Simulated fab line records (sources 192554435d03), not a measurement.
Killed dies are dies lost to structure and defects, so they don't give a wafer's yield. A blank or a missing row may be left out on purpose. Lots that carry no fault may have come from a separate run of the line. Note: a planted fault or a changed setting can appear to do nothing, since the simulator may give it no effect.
Matching of chambers	flow n5_finfet	4 sister chambers for N5_BEOL_M7_STRIP_67 on rie_diel-03
The step strips in CF4. 14 wafers are shown with their chamber, then 6 later ones without.

## WAFERS PAIRED WITH THEIR CHAMBERS
wafer	chamber	drypump_motor_current_A (A)	throttle_valve_pct (%)	showerhead_plenum_p_Torr (Torr)
L075.3	3	5.9	14.06	1.86
L075.4	2	5.6	13.80	1.81
L075.5	2	5.6	13.80	1.81
L078.1	2	5.7	13.82	1.81
L078.3	3	5.9	14.09	1.86
L078.4	0	5.9	13.66	1.85
L088.1	1	6.4	13.81	1.81
L088.2	2	5.6	13.83	1.80
L088.3	0	5.9	13.68	1.85
L088.4	3	5.9	14.11	1.85
L088.5	2	5.6	13.83	1.80
L088.6	3	5.9	14.14	1.85
L090.4	1	6.4	13.82	1.81
L090.5	2	5.7	13.83	1.80

SIGNATURES (averages over the wafers above)
reading	chamber 0	chamber 1	chamber 2	chamber 3	scatter within a chamber
drypump_motor_current_A	5.900	6.400	5.633	5.900	0.0365
throttle_valve_pct	13.6700	13.8150	13.8183	14.1000	0.0218
showerhead_plenum_p_Torr	1.8500	1.8100	1.8050	1.8550	0.005
Rule: for each reading, subtract the chamber's mean from the wafer's reading, divide by that reading's scatter and square the result; add these up over the readings and take the root, which gives the wafer's distance from the chamber. The wafer belongs to the nearest chamber; if the next one is less than 2 further off, it can't be placed. The scatter: take each reading less its chamber's mean, square it, sum over the shown wafers, divide by the number of wafers less the number of chambers, and take the root.

## WAFERS MISSING THEIR CHAMBER
wafer	drypump_motor_current_A (A)	throttle_valve_pct (%)	showerhead_plenum_p_Torr (Torr)
L090.6	5.9	13.69	1.85
L089.2	6.4	13.82	1.81
L089.5	5.6	13.86	1.80
L089.6	5.9	13.70	1.85
L092.1	5.7	13.86	1.80
L092.2	5.9	13.71	1.85

## EACH ONE'S CHAMBER
wafer	from the rows above	in truth
L090.6	0	0
L089.2	1	1
L089.5	2	2
L089.6	0	0
L092.1	2	2
L092.2	0	0
Correctly placed: 6 of 6. Number that these rows cannot place: 0. Wrongly placed: 0.
